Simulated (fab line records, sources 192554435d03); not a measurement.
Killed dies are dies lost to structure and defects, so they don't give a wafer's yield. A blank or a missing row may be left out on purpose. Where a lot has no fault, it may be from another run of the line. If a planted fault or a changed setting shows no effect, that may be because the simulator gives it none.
fab line records -- flow n5Finfet
record lots=6, wafers=18, lastDay=17
route steps=1938 shown FIN_CUT@175 STI_FIN_REVEAL@183 BEOL_M4@1111 PASSIVATION@1936
lots that met no fault: from a run of the same line without faults
startH: hours from the record's opening day to when the first of the lot's shown wafers began -- waitH: hours elapsed since this lot's preceding step -- " unchanged from the row above -- L1.1+2: several wafers, shown together as one row -- - no value present, or no start provided -- * or withheld: withheld -- < > ~ a bound
route shown NAME@n: NAME is a module with steps in the file, n the number in the route of the first one -- usual: mean/standard deviation of fault-free wafers -- same: alike in all rows -- chamber/n: place in a boat -- sites: each site's reading -- _std_site: standard deviation of those values -- _edge_site: the outer-site mean with the inner-site mean subtracted -- radiusMm: how far each site lies from the wafer's centre -- mask NAME#n: copy n -- behind: the tool/chamber that last shaped the wafer -- hold: cause of the lot's hold/its duration in hours/its outcome -- device: the n, p or np transistor that did not switch -- end of line: the tests these same wafers got at the end of their route -- a step with no rows: only its recipe -- killed: the dies lost at the first sort to structure and to defects; this is not the yield of the wafer -- map: the dies of a wafer, with x for killed, . for not killed, _ for no die there
set.NAME: the setting that was run; set.NAME@STEP: the one run at that earlier step -- model.NAME: the simulator's own value behind a step, which no gauge read
lots seen at some steps along the route; tables by step, rows by wafer
services: a tool's chamber out of use, with start hour (startH, from the record's first day; less than 0 if before it), hours out, and reason
## steps
# step N5_FIN_CUT_PRECLEAN_35
# recipe timeS=13.3, tempC=45, pressureTorr=125, pHfTorr=3, pCoreactantTorr=25, chemistry=vHF
# usual drypumpMotorCurrentA=5.9/0.51, pressureTorr=125.02/0.22
lot.wafer,tool,chamber,startH,waitH,drypumpMotorCurrentA,pressureTorr
L543.1,vaporEtch-02,0,89.41,0.2,6.2,125.45
L543.3,vaporEtch-02,1,89.41,0.2,6.2,125.09
L543.6,vaporEtch-02,0,89.41,0.2,6.3,124.95
L544.1,vaporEtch-02,0,94.94,0.0,6.2,124.70
L544.2,vaporEtch-02,1,94.94,0.0,6.2,125.05
L544.4,vaporEtch-02,1,94.94,0.0,6.2,125.09
L550.3,vaporEtch-01,1,130.03,0.1,6.2,124.69
L550.5,vaporEtch-01,0,130.03,0.1,5.0,125.02
L550.6,vaporEtch-01,1,130.03,0.1,6.2,124.69
L554.1,vaporEtch-01,0,153.18,0.0,5.0,125.45
L554.2,vaporEtch-01,1,153.18,0.0,6.2,124.36
L554.3,vaporEtch-01,0,153.18,0.0,5.0,124.99
L555.1,vaporEtch-01,0,159.40,0.0,5.0,125.07
L555.2,vaporEtch-01,1,159.40,0.0,6.2,125.12
L555.4,vaporEtch-01,1,159.40,0.0,6.2,125.02
L556.2,vaporEtch-02,0,166.23,0.0,6.2,124.80
L556.5,vaporEtch-02,1,166.23,0.0,6.2,125.24
L556.6,vaporEtch-02,0,166.23,0.0,6.2,125.02
# step N5_FIN_CUT_CUT_ETCH_15
# recipe chemistry=HBr/Cl2/O2, target=Si, targetDepthA=1000, btTimeS=10, maskMaterial=SOC, timeS=42.4, ionEnergyEv=*, biasW=*, pressureMtorr=10, icpW=800, HBr_flow_sccm=150, Cl2_flow_sccm=80, O2_flow_sccm=12
# usual drypumpMotorCurrentA=5.5/0.41, oesProductAu=1.002/0.012, throttleValvePct=37.3/0.36
lot.wafer,tool,chamber,startH,waitH,drypumpMotorCurrentA,oesProductAu,rfHoursCounterH,throttleValvePct
L543.1,rieSi-05,3,89.49,0.1,5.6,1.005,5,37.6
L543.3,rieSi-05,0,89.49,0.1,5.0,0.984,86,37.3
L543.6,rieSi-05,2,89.49,0.1,5.2,0.993,-,37.7
L544.1,rieSi-03,1,95.02,0.1,5.4,0.998,122,37.0
L544.2,rieSi-03,0,95.02,0.1,5.1,1.002,5,36.5
L544.4,rieSi-03,2,95.02,0.1,5.5,1.030,8,37.8
L550.3,rieSi-05,0,130.09,0.0,5.0,0.987,87,37.3
L550.5,rieSi-05,3,130.09,0.0,5.6,1.006,-,37.6
L550.6,rieSi-05,2,130.09,0.0,5.2,0.983,-,37.7
L554.1,rieSi-05,1,153.26,0.1,6.3,1.009,96,37.3
L554.2,rieSi-05,0,153.26,0.1,5.0,0.988,87,37.3
L554.3,rieSi-05,2,153.26,0.1,5.2,0.988,46,37.7
L555.1,rieSi-05,3,159.48,0.1,5.7,1.003,6,37.6
L555.2,rieSi-05,1,159.48,0.1,6.2,1.012,96,37.2
L555.4,rieSi-05,0,159.48,0.1,5.0,0.985,87,37.3
L556.2,rieSi-03,2,166.31,0.1,5.5,1.024,9,37.8
L556.5,rieSi-03,2,166.31,0.1,5.5,1.021,-,37.8
L556.6,rieSi-03,3,166.31,0.1,5.5,1.008,-,37.1
# step N5_FIN_CUT_CUT_ETCH_28
# recipe chemistry=HBr/Cl2/O2, target=Si, targetDepthA=60, maskMaterial=SOC, timeS=2.4, ionEnergyEv=*, biasW=*, pressureMtorr=10, icpW=800, HBr_flow_sccm=150, Cl2_flow_sccm=80, O2_flow_sccm=12
# usual drypumpMotorCurrentA=5.5/0.4, oesProductAu=1.001/0.012, throttleValvePct=37.3/0.36
lot.wafer,tool,chamber,startH,waitH,drypumpMotorCurrentA,oesProductAu,rfHoursCounterH,throttleValvePct
L543.1,rieSi-05,3,89.54,0.0,5.6,1.005,5,37.6
L543.3,rieSi-05,0,89.54,0.0,5.0,0.994,86,37.3
L543.6,rieSi-05,2,89.54,0.0,5.2,0.984,-,37.7
L544.1,rieSi-03,1,95.07,0.0,5.4,1.000,122,37.0
L544.2,rieSi-03,0,95.07,0.0,5.1,0.999,5,36.5
L544.4,rieSi-03,2,95.07,0.0,5.5,1.019,8,37.8
L550.3,rieSi-05,0,130.14,0.0,5.0,0.988,87,37.3
L550.5,rieSi-05,3,130.14,0.0,5.6,1.003,-,37.6
L550.6,rieSi-05,2,130.14,0.0,5.2,0.990,-,37.7
L554.1,rieSi-05,1,153.31,0.0,6.2,1.006,96,37.3
L554.2,rieSi-05,0,153.31,0.0,5.0,0.988,87,37.3
L554.3,rieSi-05,2,153.31,0.0,5.2,0.991,46,37.7
L555.1,rieSi-05,3,159.54,0.0,5.7,0.992,6,37.6
L555.2,rieSi-05,1,159.54,0.0,6.2,0.994,96,37.2
L555.4,rieSi-05,0,159.54,0.0,5.0,0.984,87,37.3
L556.2,rieSi-03,2,166.37,0.0,5.5,1.019,9,37.8
L556.5,rieSi-03,2,166.37,0.0,5.5,1.020,-,37.8
L556.6,rieSi-03,3,166.37,0.0,5.6,1.002,-,37.2
# step N5_FIN_CUT_STRIP_22
# recipe chemistry=N2/H2, powerW=500, tempC=40, pressureMtorr=50, rfFrequencyHz=6e+07, overashFraction=0.3, biasPowerW=8, h2Frac=0.5, n2FlowSccm=300, h2FlowSccm=300
# usual biasPowerW=7.996/0.024, drypumpMotorCurrentA=5.9/0.55, n2FlowSccm=300.0/0.82, oesProductAu=0.80/0.087, rfVppV=54.4/2.2, showerheadPlenumPTorr=3.42/0.1, throttleValvePct=19.0/0.31
lot.wafer,tool,chamber,startH,waitH,biasPowerW,drypumpMotorCurrentA,n2FlowSccm,oesProductAu,rfHoursCounterH,rfVppV,showerheadPlenumPTorr,throttleValvePct
L543.1,rieDiel-01,3,89.62,0.1,8.011,5.2,301.2,0.88,37,56.4,3.41,19.2
L543.3,rieDiel-01,1,89.62,0.1,7.982,5.5,301.4,0.90,41,52.6,3.43,18.6
L543.6,rieDiel-01,2,89.62,0.1,8.001,5.4,299.6,0.68,-,55.0,3.30,19.0
L544.1,rieDiel-01,0,95.14,0.0,7.985,6.7,300.2,0.92,28,53.5,3.59,18.7
L544.2,rieDiel-01,2,95.14,0.0,7.980,5.4,299.2,0.67,247,55.6,3.30,19.0
L544.4,rieDiel-01,2,95.14,0.0,7.971,5.3,300.1,0.69,-,52.7,3.30,19.0
L550.3,rieDiel-04,0,130.21,0.0,7.986,6.5,299.1,0.70,215,57.5,3.48,19.2
L550.5,rieDiel-04,1,130.21,0.0,7.985,5.6,299.9,0.80,-,53.2,3.40,19.5
L550.6,rieDiel-04,0,130.21,0.0,7.974,6.5,300.4,0.72,-,52.8,3.48,19.2
L554.1,rieDiel-04,3,153.40,0.1,7.981,5.4,301.0,0.69,235,54.3,3.45,18.8
L554.2,rieDiel-04,1,153.40,0.1,7.994,5.6,301.3,0.80,105,53.3,3.40,19.5
L554.3,rieDiel-04,2,153.40,0.1,8.013,6.5,300.3,0.74,128,56.0,3.24,19.1
L555.1,rieDiel-05,1,159.60,0.0,8.042,5.8,300.2,0.74,146,54.3,3.23,19.2
L555.2,rieDiel-05,0,159.60,0.0,8.011,5.7,300.0,0.79,96,51.0,3.53,18.6
L555.4,rieDiel-05,2,159.60,0.0,7.953,5.2,300.6,0.73,166,52.5,3.36,19.0
L556.2,rieDiel-04,0,166.48,0.1,8.038,6.5,301.5,0.71,226,53.1,3.47,19.2
L556.5,rieDiel-04,1,166.48,0.1,8.005,5.6,300.5,0.79,-,54.4,3.40,19.6
L556.6,rieDiel-04,0,166.48,0.1,8.028,6.5,300.2,0.69,-,52.5,3.47,19.2
# step N5_FIN_CUT_PRECLEAN_36
# recipe chemistry=O3/DIW, timeS=60, tempC=22, o3Ppm=10
# step N5_FIN_CUT_SRD_32
# recipe dry=ipaMarangoni, timeS=30, tempC=23, rinseLiquid=diw
# step N5_FIN_CUT_UV_OZONE_34
# recipe timeS=120, pressureTorr=760, tempC=25
# step N5_FIN_CUT_INSPECT_17
# recipe inspectInstrument=brightfield, mode=aei
# usual rawDefectCount=225/76
lot.wafer,tool,chamber,startH,waitH,rawDefectCount
L543.1,defectInspect-02,-,89.78,0.0,146
L543.3,defectInspect-02,-,89.78,0.0,272
L543.6,defectInspect-02,-,89.78,0.0,229
L544.1,defectInspect-01,-,95.30,0.0,274
L544.2,defectInspect-01,-,95.30,0.0,333
L544.4,defectInspect-01,-,95.30,0.0,239
L550.3,defectInspect-02,-,130.37,0.0,268
L550.5,defectInspect-02,-,130.37,0.0,298
L550.6,defectInspect-02,-,130.37,0.0,307
L554.1,defectInspect-01,-,153.56,0.0,236
L554.2,defectInspect-01,-,153.56,0.0,254
L554.3,defectInspect-01,-,153.56,0.0,307
L555.1,defectInspect-02,-,159.76,0.0,228
L555.2,defectInspect-02,-,159.76,0.0,211
L555.4,defectInspect-02,-,159.76,0.0,204
L556.2,defectInspect-02,-,166.64,0.0,191
L556.5,defectInspect-02,-,166.64,0.0,167
L556.6,defectInspect-02,-,166.64,0.0,139
# step N5_STI_FIN_REVEAL_ALD_00
# recipe material=SiO2, targetThkA=10, tempC=300, aldPrecursorFamily=BDEAS, aldCoReactant=O2-plasma, pulseTimeS=1, pressureTorr=2
# usual heaterPowerW=462/38, precursorPulseHeightRel=1.002/0.021, susceptorTempC=299.97/0.19
lot.wafer,tool,chamber,startH,waitH,heaterPowerW,precursorPulseHeightRel,susceptorTempC
L543.1,aldSin-01,0,89.86,0.1,469,1.012,300.19
L543.3,aldSin-01,3,89.86,0.1,471,0.966,300.04
L543.6,aldSin-01,0,89.86,0.1,457,1.020,300.18
L544.1,aldSin-04,0,96.42,1.1,455,0.999,300.10
L544.2,aldSin-04,3,96.42,1.1,401,1.004,300.16
L544.4,aldSin-04,1,96.42,1.1,458,1.006,300.07
L550.3,aldSin-04,2,130.41,0.0,490,1.027,299.82
L550.5,aldSin-04,3,130.41,0.0,398,1.006,299.98
L550.6,aldSin-04,0,130.41,0.0,468,0.987,300.24
L554.1,aldSin-01,2,153.59,0.0,430,0.994,299.78
L554.2,aldSin-01,0,153.59,0.0,461,1.011,299.75
L554.3,aldSin-01,1,153.59,0.0,428,1.007,299.88
L555.1,aldSin-02,2,159.80,0.0,552,0.997,299.79
L555.2,aldSin-02,1,159.80,0.0,456,1.049,299.78
L555.4,aldSin-02,3,159.80,0.0,464,1.018,300.06
L556.2,aldSin-02,2,166.68,0.0,553,1.054,299.91
L556.5,aldSin-02,2,166.68,0.0,547,1.046,299.88
L556.6,aldSin-02,3,166.68,0.0,454,1.014,299.77
# step N5_STI_FIN_REVEAL_ALD_14
# recipe material=Si3N4, targetThkA=30, tempC=400, aldPrecursorFamily=SiH2I2, aldCoReactant=N2/H2-plasma, pressureTorr=2
# step N5_STI_FIN_REVEAL_FCVD_FILL_01
# recipe material=SiO2_flowable, targetThkA=3120, tempC=100, pressureTorr=0.8, rfW=2000, timeS=512.2
# step N5_STI_FIN_REVEAL_DENSIFY_02
# recipe tempC=650, ambient=steam, timeS=1800, idleTempC=400, densificationPH2oTorr=640
# step N5_STI_FIN_REVEAL_CMP_04
# recipe stopOn=Si3N4, tOverpolishS=4, downForcePsi=2, platenRpm=54.18, postCmpClean=alkalineBrush, padVelocityMS=1.078, targetThkNm=131.83
# usual motorCurrentA=8.4/1.2, overpolishRunS=4.000/0.0084, padLifeWafers=1124/570, retainingRingPressureFrac=0.999/0.0056, timeToEndpointS=102/4
lot.wafer,tool,chamber,startH,waitH,motorCurrentA,overpolishRunS,padLifeWafers,retainingRingPressureFrac,timeToEndpointS
L543.1,cmp-01,0,94.95,0.0,9.7,4.007,846,1.005,101
L543.3,cmp-01,1,94.95,0.0,9.5,3.987,847,0.992,100
L543.6,cmp-01,0,94.95,0.0,10.0,4.001,-,0.998,102
L544.4,cmp-03,3,101.50,0.0,7.9,3.998,1926,1.002,103
L544.2,cmp-03,0,101.50,0.0,8.0,4.005,1927,0.990,106
L544.1,cmp-03,1,101.50,0.0,10.8,4.003,1928,0.997,98
L550.3,cmp-01,0,135.49,0.0,9.7,3.993,1194,0.997,204
L550.6,cmp-01,0,135.49,0.0,10.0,3.998,-,0.995,104
L550.5,cmp-01,1,135.49,0.0,9.8,4.020,-,1.006,103
L554.3,cmp-01,2,158.68,0.0,8.8,4.002,1374,0.989,205
L554.1,cmp-01,0,158.68,0.0,9.9,3.996,1376,0.996,104
L554.2,cmp-01,1,158.68,0.0,9.5,3.988,1377,0.998,211
L555.2,cmp-03,3,164.94,0.1,7.6,3.997,283,0.997,103
L555.4,cmp-03,0,164.94,0.1,8.6,4.010,284,1.003,100
L555.1,cmp-03,1,164.94,0.1,10.6,3.986,285,1.002,96
L556.2,cmp-03,1,171.77,0.0,10.3,3.992,342,0.998,97
L556.6,cmp-03,1,171.77,0.0,10.1,4.004,-,0.996,98
L556.5,cmp-03,2,171.77,0.0,7.4,4.001,-,1.001,100
# step N5_STI_FIN_REVEAL_THK_MEAS_05
# usual thkNm=131.7/1
lot.wafer,tool,chamber,startH,waitH,thkNm
L543.1,filmMetro-02,-,95.24,-,130.8
L543.3,filmMetro-02,-,95.24,-,133.3
L543.6,filmMetro-02,-,95.24,-,132.8
L544.1,filmMetro-01,-,101.80,-,129.9
L544.2,filmMetro-01,-,101.80,-,132.5
L544.4,filmMetro-01,-,101.80,-,132.3
L550.3,filmMetro-02,-,135.79,-,134.1
L550.5,filmMetro-02,-,135.79,-,131.6
L550.6,filmMetro-02,-,135.79,-,131.6
L554.1,filmMetro-02,-,158.97,-,131.5
L554.2,filmMetro-02,-,158.97,-,134.6
L554.3,filmMetro-02,-,158.97,-,135.7
L555.1,filmMetro-02,-,165.20,-,130.9
L555.2,filmMetro-02,-,165.20,-,132.2
L555.4,filmMetro-02,-,165.20,-,131.6
L556.2,filmMetro-02,-,172.06,-,130.7
L556.5,filmMetro-02,-,172.06,-,131.7
L556.6,filmMetro-02,-,172.06,-,130.1
# step N5_BEOL_M4_RC_MEAS_101
# usual DIBL_N=36.3/1.6, DIBL_P=36.2/2, IOFF_N=0.160/0.028, IOFF_P=0.21/0.036, ION_N=677/11, ION_P=465/6.9, SS_N=71.5/0.55, SS_P=73.3/0.64, VT_N=250/3, VT_P=-250/3.5
lot.wafer,tool,chamber,startH,waitH,DIBL_N[mV/V],DIBL_P[mV/V],IOFF_N[nA/um],IOFF_P[nA/um],ION_N[uA/um],ION_P[uA/um],SS_N[mV/dec],SS_P[mV/dec],VT_N[mV],VT_P[mV]
L544.1,prober-01,0,235.13,0.0,37.4,38.2,0.186,0.24,688,468,72.0,74.0,246,-251
L544.2,prober-01,0,235.13,0.0,37.1,37.6,0.179,0.24,692,471,72.2,74.4,246,-248
L544.4,prober-01,0,235.13,0.0,37.8,39.0,0.207,0.24,686,466,71.9,74.5,246,-249
L543.1,prober-01,0,238.41,0.0,37.8,40.2,0.183,0.24,669,455,72.0,74.2,250,-250
L543.3,prober-01,0,238.41,0.0,36.9,38.4,0.185,0.20,682,457,72.1,73.4,248,-250
L543.6,prober-01,0,238.41,0.0,35.4,36.7,0.150,0.19,673,458,71.8,73.1,249,-254
L550.3,prober-02,0,277.06,0.3,36.4,37.5,0.163,0.22,686,468,71.4,73.2,249,-251
L550.5,prober-02,0,277.06,0.3,33.8,33.3,0.114,0.17,658,459,70.8,72.3,256,-254
L550.6,prober-02,0,277.06,0.3,34.0,35.1,0.117,0.18,658,459,71.4,73.5,253,-255
L554.1,prober-02,0,300.11,0.0,33.7,34.0,0.133,0.18,688,476,71.1,72.9,251,-252
L554.2,prober-02,0,300.11,0.0,36.8,37.3,0.173,0.23,677,471,71.3,73.4,249,-247
L554.3,prober-02,0,300.11,0.0,34.6,34.5,0.139,0.19,677,473,70.7,72.7,251,-250
L555.1,prober-01,0,305.74,0.0,36.5,35.4,0.156,0.21,681,467,71.1,73.1,248,-250
L555.2,prober-01,0,305.74,0.0,37.6,36.3,0.190,0.23,700,480,71.7,73.4,246,-249
L555.4,prober-01,0,305.74,0.0,38.0,37.8,0.199,0.25,698,476,72.2,74.3,245,-248
L556.2,prober-02,0,309.64,0.2,35.1,34.3,0.134,0.17,679,462,70.7,73.3,251,-255
L556.5,prober-02,0,309.64,0.2,35.7,35.7,0.144,0.18,665,452,71.8,73.6,251,-252
L556.6,prober-02,0,309.64,0.2,35.9,36.2,0.152,0.18,683,460,71.4,73.5,249,-254
# step N5_PASSIVATION_PROBE_49
# usual defectLimitedYield=91.2/1.5, killed_at_M0_to_M3=36/10, killed_at_M4_up=13/6, killedAtContacts=11/5.2, killedAtFrontEnd=40/11, killedAtOther=3.1/2.9, killedDies=104/17, killedOpen=66/12, killedShort=34/7.7, sort_bin_5_function=5.1/0.91, sort_bin_6_memory=3.2/0.67, sortNPass=1076/17, sortYieldPct=91.2/1.5
# same grossDies=1180, killedAtBackSide=0, sort_bin_4_leakage[%]=0, sort_bin_8_speed[%]=0
lot.wafer,tool,chamber,startH,waitH,defectLimitedYield[%],killed_at_M0_to_M3,killed_at_M4_up,killedAtContacts,killedAtFrontEnd,killedAtOther,killedDies,killedOpen,killedShort,sort_bin_5_function[%],sort_bin_6_memory[%],sortNPass,sortYieldPct[%]
L554.3,prober-02,-,403.12,0.1,89.5,41,34,8,40,1,124,82,32,5.9,3.6,1056,89.5
# killed by level:class
L554.3 BEOL_M4:geometricParticle:open=17 BEOL_M3:geometricParticle:open=10 HKMG_FIN:areaEtch=10 FIN_SAQP:geometricParticle:open=9 BEOL_M0_SAQP:geometricParticle:short=9 BEOL_M0_SAQP:geometricParticle:open=8 BEOL_M2:geometricParticle:open=6 MOL_CONTACT_COAG:geometricParticle:open=6
## services
tool,chamber,startH,hours,kind
cmp-01,-,78.53,5.9,pm
vaporEtch-01,-,80.30,8.8,repair
aldSin-02,-,85.25,14.0,pm
aldSin-02,0,85.25,14.0,ventCycle
aldSin-02,1,85.25,14.0,ventCycle
aldSin-02,2,85.25,14.0,ventCycle
aldSin-02,3,85.25,14.0,ventCycle
cmp-03,-,92.18,1.3,repair
rieDiel-05,1,95.99,7.9,repair
cmp-03,-,96.87,0.2,repair
aldSin-02,0,99.25,-,clean
aldSin-02,1,99.25,-,clean
aldSin-02,2,99.25,-,clean
aldSin-02,3,99.25,-,clean
rieDiel-01,2,104.60,-,clean
rieDiel-01,3,108.65,45.3,repair
aldSin-04,-,117.96,2.8,pm
cmp-03,-,121.05,4.0,pm
rieDiel-05,0,121.56,1.7,repair
cmp-03,-,125.05,-,consumableReplace:conditioner
cmp-03,-,125.05,-,consumableReplace:pad
aldSin-01,-,155.04,6.0,pm
cmp-03,-,158.33,3.9,pm
vaporEtch-01,-,167.29,2.8,pm
## key
firstSign step=N5_STI_FIN_REVEAL_CMP_04, reading=timeToEndpointS, direction=up, sigmas=26, usual=*, struck=*
effect step=N5_STI_FIN_REVEAL_THK_MEAS_05, reading=thkNm, direction=up, sigmas=3, usual=*, struck=*, wafersMoved=2
metAt N5_STI_FIN_REVEAL_CMP_04
struckWafers L550.3,L554.2,L554.3
baselineLoss step=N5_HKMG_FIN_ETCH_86, wafers=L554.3
onsetBetween 94.95 135.49
fault kind=processParameterDrift, tool=cmp-01, chamber=-, onsetH=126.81, steps=N5_STI_FIN_REVEAL_CMP_04, channel=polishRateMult, offset=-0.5, shape=step, endH=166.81, scope=struckWafersOnly
# baselineLoss: these wafers lose ten dies or more at that step, a loss of the line's own and not of a fault; the sort's usual values leave them out
